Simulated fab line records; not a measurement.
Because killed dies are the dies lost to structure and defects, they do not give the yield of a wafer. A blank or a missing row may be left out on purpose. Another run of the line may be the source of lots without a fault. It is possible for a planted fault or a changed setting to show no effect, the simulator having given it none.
Matching of chambers / flow nandHarc / NHARC_P_GATE_DESCUM_48 on rieDiel-02 has 4 sister chambers
The step chemistry O2, time 3 s. 8 wafers are shown with their chamber, then 8 later ones without.

== EACH WAFER AND ITS CHAMBER ==
wafer=L078.4; chamber=0; showerheadPlenumPTorr (Torr)=2.03; drypumpMotorCurrentA (A)=5.5
wafer=L086.2; chamber=0; showerheadPlenumPTorr (Torr)=2.02; drypumpMotorCurrentA (A)=5.5
wafer=L087.3; chamber=3; showerheadPlenumPTorr (Torr)=2.00; drypumpMotorCurrentA (A)=5.1
wafer=L087.6; chamber=2; showerheadPlenumPTorr (Torr)=1.97; drypumpMotorCurrentA (A)=5.4
wafer=L089.1; chamber=1; showerheadPlenumPTorr (Torr)=1.89; drypumpMotorCurrentA (A)=6.3
wafer=L089.3; chamber=3; showerheadPlenumPTorr (Torr)=2.00; drypumpMotorCurrentA (A)=5.2
wafer=L089.5; chamber=2; showerheadPlenumPTorr (Torr)=1.97; drypumpMotorCurrentA (A)=5.4
wafer=L091.1; chamber=1; showerheadPlenumPTorr (Torr)=1.89; drypumpMotorCurrentA (A)=6.4

== WAFERS MISSING THEIR CHAMBER ==
wafer=L091.2; showerheadPlenumPTorr (Torr)=2.02; drypumpMotorCurrentA (A)=5.6
wafer=L091.4; showerheadPlenumPTorr (Torr)=1.97; drypumpMotorCurrentA (A)=5.4
wafer=L092.1; showerheadPlenumPTorr (Torr)=2.02; drypumpMotorCurrentA (A)=5.5
wafer=L092.3; showerheadPlenumPTorr (Torr)=2.00; drypumpMotorCurrentA (A)=5.2
wafer=L092.5; showerheadPlenumPTorr (Torr)=2.02; drypumpMotorCurrentA (A)=5.5
wafer=L097.2; showerheadPlenumPTorr (Torr)=1.97; drypumpMotorCurrentA (A)=5.4
wafer=L097.3; showerheadPlenumPTorr (Torr)=1.89; drypumpMotorCurrentA (A)=6.3
wafer=L097.5; showerheadPlenumPTorr (Torr)=1.97; drypumpMotorCurrentA (A)=5.4

== WHICH CHAMBER EACH WENT THROUGH ==
wafer=L091.2; from the rows above=0; in truth=0
wafer=L091.4; from the rows above=2; in truth=2
wafer=L092.1; from the rows above=0; in truth=0
wafer=L092.3; from the rows above=3; in truth=3
wafer=L092.5; from the rows above=0; in truth=0
wafer=L097.2; from the rows above=2; in truth=2
wafer=L097.3; from the rows above=1; in truth=1
wafer=L097.5; from the rows above=2; in truth=2
Placed correctly: 8 of 8. Number that these rows cannot place: 0. 0 placed wrongly.
How it was worked out, from the rows above alone: a wafer's distance from a chamber is the root of the sum, over the readings, of the square of ((its reading less the chamber's mean) divided by the reading's scatter). The wafer belongs to the nearest chamber; if the next one is less than 2 further off, it can't be placed. For every chamber, the mean is computed from those of its wafers that are shown. The scatter: take each reading less its chamber's mean, square it, sum over the shown wafers, divide by the number of wafers less the number of chambers, and take the root.
